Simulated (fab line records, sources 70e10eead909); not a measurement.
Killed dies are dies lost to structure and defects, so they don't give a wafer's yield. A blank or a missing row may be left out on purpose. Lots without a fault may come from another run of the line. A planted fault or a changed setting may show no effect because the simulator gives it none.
A struck lot beside a sound one | flow nand_harc | 14 steps out of a route of 1302
Sound: wafers L785.1, L785.3, L785.6. Struck: wafers L775.2, L775.3, L775.5. The cause comes at the end.
At each step with rows: each side's tool, then ch and its chambers, then its first start. Under that, the readings that differ: sound wafers | struck wafers | difference of the means | sigmas: that difference in standard deviations of wafers without a fault.
alike: readings whose means differ by less than 2 such deviations, and words and numbers that are the same on both sides. not compared: withheld readings, readings that some wafer has no value for, bounds like >300 that may hide the same value, and numbers for which the record gives no deviation and whose values overlap.
The two part at a step that has a row with sigmas, a row that says differs or no value, or rows on one side only. Numbers that don't overlap but have no deviation are shown without sigmas and don't part them. A reading that every wafer of one side lacks parts them only if that side has two wafers or more.

first, 5 steps without rows for these wafers: NHARC_A_CHANNEL_HOLE_D1_SOFTBAKE_05 (time 55 s); NHARC_A_CHANNEL_HOLE_D1_EBR_06; NHARC_A_CHANNEL_HOLE_D1_EXPOSE_07 (exposes mask HOLE D1, target cd 100 nm); NHARC_A_CHANNEL_HOLE_D1_PEB_08 (peb time 65 s); NHARC_A_CHANNEL_HOLE_D1_DEVELOP_09 (develop time 35 s).
NHARC_A_CHANNEL_HOLE_D1_CD_MEAS_10: target cd 100 nm.
  sound on cd_sem-03 ch 0, day 16 10:45; struck on cd_sem-02 ch 0, day 12 12:41
  reading    | sound             | struck         | difference | sigmas
  cd_nm (nm) | 100.4 100.5 101.3 | 98.9 98.9 99.4 | -1.7       | -3
NHARC_A_CHANNEL_HOLE_D1_OVL_MEAS_11:
  sound on overlay-02, day 16 10:50; struck on overlay-02, day 12 12:46
  alike: overlay_x_nm, overlay_y_nm
NHARC_A_CHANNEL_HOLE_D1_INSPECT_12:
  sound on defect_inspect-02, day 16 10:53; struck on defect_inspect-01, day 12 12:49
  alike: raw_defect_count
NHARC_A_CHANNEL_HOLE_D1_DESCUM_15: chemistry O2, time 3 s.
  sound on rie_diel-02 ch 1,2,3, day 16 10:56; struck on rie_diel-02 ch 1,2, day 12 12:52
  alike: drypump_motor_current_A, oes_product_au, rf_vpp_V, showerhead_plenum_p_Torr, throttle_valve_pct
  not compared: rf_hours_counter_h
NHARC_A_CHANNEL_HOLE_D1_ETCH_38: etches the open film in CF4, target depth 39 nm, time 65 s.
  sound on rie_diel-02 ch 0,1,3, day 16 11:01; struck on rie_diel-02 ch 0,2, day 12 12:57
  reading    | sound             | struck         | difference | sigmas
  bias_w (W) | 100.1 100.3 100.5 | 99.7 99.6 99.6 | -0.7       | -2
  alike: drypump_motor_current_A, oes_product_au, rf_vpp_V, run_length_s, showerhead_plenum_p_Torr, throttle_valve_pct
  not compared: rf_hours_counter_h
NHARC_A_CHANNEL_HOLE_D1_ETCH_39: etches the open film in N2/H2, target depth 260 nm, time 325 s.
  sound on rie_diel-02 ch 1,2,3; struck on rie_diel-02 ch 2,3
  alike: bias_w, drypump_motor_current_A, oes_product_au, rf_vpp_V, run_length_s, showerhead_plenum_p_Torr, throttle_valve_pct
  not compared: rf_hours_counter_h
NHARC_A_CHANNEL_HOLE_D1_ETCH_34: etches the open film in CF4/CHF3, target depth 154 nm, time 77 s.
  sound on rie_diel-02 ch 0,1,2; struck on rie_diel-02 ch 0,1,3
  alike: bias_w, drypump_motor_current_A, oes_product_au, rf_vpp_V, run_length_s, showerhead_plenum_p_Torr, throttle_valve_pct
  not compared: rf_hours_counter_h
NHARC_A_CHANNEL_HOLE_D1_ETCH_16: etches the open film in O2/COS, target depth 3100 nm, time 806 s.
  sound on rie_diel-02 ch 0,1,2, day 16 11:35; struck on rie_diel-02 ch 0,1, day 12 13:24
  reading          | sound             | struck            | difference                    | sigmas
  bias_w (W)       | 299.6 299.8 299.6 | - - -             | no value on the struck wafers |
  run_length_s (s) | 827.5 827.7 827.3 | 596.7 596.1 596.7 | -231.0                        | -99 or more
  alike: drypump_motor_current_A, oes_product_au, rf_vpp_V, showerhead_plenum_p_Torr, throttle_valve_pct
  not compared: rf_hours_counter_h
NHARC_A_CHANNEL_HOLE_D1_CD_MEAS_18:
  sound on cd_sem-03, day 16 12:03; struck on cd_sem-03, day 12 13:59
  alike: cd_nm

WHERE THEY PART
First at NHARC_A_CHANNEL_HOLE_D1_CD_MEAS_10; last, within this record, at NHARC_A_CHANNEL_HOLE_D1_ETCH_16. Later steps at which nothing parts them and some readings are alike: NHARC_A_CHANNEL_HOLE_D1_CD_MEAS_18.

WHY: what the simulator had put in
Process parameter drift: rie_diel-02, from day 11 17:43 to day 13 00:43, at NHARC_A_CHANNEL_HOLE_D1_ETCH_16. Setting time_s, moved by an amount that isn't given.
